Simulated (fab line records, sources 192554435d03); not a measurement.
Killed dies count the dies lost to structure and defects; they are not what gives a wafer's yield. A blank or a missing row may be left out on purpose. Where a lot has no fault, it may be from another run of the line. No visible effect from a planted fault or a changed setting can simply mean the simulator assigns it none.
Struck lot and sound lot, side by side || flow n5Finfet || 39 out of 1938 route steps
Sound: these wafers, L211.1, L211.5, L211.6. Wafers struck: L207.1, L207.4, L207.5. The cause is given at the end.
At each step with rows: each side's tool, then ch and its chambers, then its first start. Under that, the readings that differ: sound wafers || struck wafers || difference of the means || sigmas: that difference in standard deviations of wafers without a fault.
alike: a reading whose means differ by less than 2 such deviations, as well as words and numbers matching on both sides. not compared: withheld readings; readings where some wafer has no value; bounds like >300 that might hide an equal value; numbers whose values overlap and for which the record gives no deviation.
The two part at a step that has a row with sigmas, a row that says differs or no value, or rows on one side only. Numbers that have no deviation but don't overlap get no sigmas and don't part them. A reading missing from all wafers of one side parts the sides only when that side holds two or more wafers.

first, 10 steps without rows for these wafers: N5_BEOL_M0_SAQP_DESCUM_19 (chemistry O2, time 7.9 s); N5_BEOL_M0_SAQP_ETCH_83 (etches SiARC in CF4, target depth 39 nm, time 65 s); N5_BEOL_M0_SAQP_ETCH_84 (etches SOC in N2/H2, target depth 100 nm, overetch 20 nm, time 150 s); N5_BEOL_M0_SAQP_STRIP_80 (strips in N2/H2); N5_BEOL_M0_SAQP_HM_OPEN_112 (chemistry CHF3/O2, target SiO2, stops on a-Si, target depth 12 nm, time 13.5 s); N5_BEOL_M0_SAQP_STRIP_113 (strips in CHF3/O2); N5_BEOL_M0_SAQP_MANDREL_ETCH_20 (etches a-Si in HBr/Cl2, stops on SiNx, target depth 60 nm, bt time 10 s, time 30 s); N5_BEOL_M0_SAQP_STRIP_86 (strips in N2/H2); N5_BEOL_M0_SAQP_STRIP_115 (strips in post etch residue remover, time 60 s); N5_BEOL_M0_SAQP_SRD_93 (time 30 s).
N5_BEOL_M0_SAQP_RECESS_114: chemistry HF/NH3, target SiO2, target depth 14.4 nm, afs cycles 3, sublimation time 60 s.
  sound on vaporEtch-01 ch 0,1, day 8 08:25; struck on vaporEtch-02 ch 0,1, day 7 13:57
  alike: drypumpMotorCurrentA, forelinePTorr
then, 24 steps without rows for these wafers: N5_BEOL_M0_SAQP_SPACER1_ALD_98 (deposits SiO2, target thk 12.8 nm, pulse time 1 s, purge time 2 s); N5_BEOL_M0_SAQP_SPACER1_ETCHBACK_99 (etches SiO2 in CHF3/O2, target depth 15.4 nm, time 7.7 s); N5_BEOL_M0_SAQP_MANDREL1_REMOVE_100 (chemistry HBr/Cl2/O2, target a-Si, stops on SiNx, bt time 10 s); N5_BEOL_M0_SAQP_ETCH_101 (etches SiNx in CH3F/O2, target depth 29.9 nm, time 42.7 s); N5_BEOL_M0_SAQP_ETCH_102 (etches SiO2 in CF4, target depth 4 nm, time 4.4 s); N5_BEOL_M0_SAQP_MANDREL_ETCH_103 (etches a-Si in HBr/Cl2, stops on SiCN, target depth 45 nm, bt time 10 s, time 27 s); N5_BEOL_M0_SAQP_RECESS_104 (chemistry HF/NH3, target SiO2, target depth 18 nm, afs cycles 3, sublimation time 60 s); N5_BEOL_M0_SAQP_COAT_105 (time 60 s, resist thk 100 nm); N5_BEOL_M0_SAQP_ETCH_106 (etches SOC in N2/H2, stops on SiNx, target depth 150 nm); N5_BEOL_M0_SAQP_ETCH_107 (etches SiNx in CH3F/O2, target depth 30 nm); N5_BEOL_M0_SAQP_STRIP_108 (strips in N2/H2); N5_BEOL_M0_SAQP_RECESS_109 (chemistry HF/NH3, target SiO2, target depth 3 nm, afs cycles 1, sublimation time 60 s); N5_BEOL_M0_SAQP_SPACER2_ALD_26 (deposits SiO2, target thk 15 nm, pulse time 1 s, purge time 2 s); N5_BEOL_M0_SAQP_SPACER2_ETCHBACK_27 (etches SiO2 in CHF3/O2, target depth 22.5 nm, time 11.25 s); N5_BEOL_M0_SAQP_MANDREL2_REMOVE_110 (chemistry HBr/Cl2/O2, target a-Si, stops on SiCN, bt time 10 s); N5_BEOL_M0_SAQP_COAT_69 (time 60 s, resist thk 90 nm); N5_BEOL_M0_SAQP_COAT_72 (time 60 s, resist thk 15 nm); N5_BEOL_M0_SAQP_COAT_87 (time 60 s, resist thk 5 nm); N5_BEOL_M0_SAQP_COAT_34 (resist thk 30 nm); N5_BEOL_M0_SAQP_EBR_36; N5_BEOL_M0_SAQP_SOFTBAKE_35 (time 60 s); N5_BEOL_M0_SAQP_EXPOSE_37 (exposes mask M0 CUT1, target cd 30 nm); N5_BEOL_M0_SAQP_PEB_38 (peb time 60 s); N5_BEOL_M0_SAQP_DEVELOP_39 (develop time 30 s).
N5_BEOL_M0_SAQP_INSPECT_42: inspects for defects (brightfield).
  sound on defectInspect-02 at day 8 13:28; struck on defectInspect-02 at day 7 17:23
{"reading": "rawDefectCount", "sound": "502 379 423", "struck": "1568 1426 1503", "difference": "+1064", "sigmas": "+11"}
N5_BEOL_M0_CUTY_INSPECT_59: inspects for defects (macro).
  sound on defectInspect-02 at day 8 14:52; struck on defectInspect-01 at day 7 18:54
{"reading": "rawDefectCount", "sound": "3 0 2", "struck": ">300 >300 >300", "difference": "differs", "sigmas": ""}
N5_BEOL_M4_RC_MEAS_101:
  sound on prober-01 ch 0, day 10 11:02; struck on prober-01 ch 0, day 9 16:57
{"reading": "SS_N (mV/dec)", "sound": "72.2 71.4 72.6", "struck": "70.5 70.8 70.1", "difference": -1.6, "sigmas": -2}
  alike: DIBL_N, DIBL_P, IOFF_N, IOFF_P, ION_N, ION_P, SS_P, VT_N, VT_P
-- record jumps: 4 days separate the struck wafers' starts on either side; left off in module BEOL_M4, taken up again in module PASSIVATION, whose first shown step is the route's number 1936 --
N5_PASSIVATION_PROBE_49:
  record: rows for the struck wafers here (prober-02, day 13 21:44), none for the sound ones

WHERE THEY PART
Last at N5_PASSIVATION_PROBE_49 as far as this record goes, first at N5_BEOL_M0_SAQP_INSPECT_42.

WHY: whatever the simulator had introduced
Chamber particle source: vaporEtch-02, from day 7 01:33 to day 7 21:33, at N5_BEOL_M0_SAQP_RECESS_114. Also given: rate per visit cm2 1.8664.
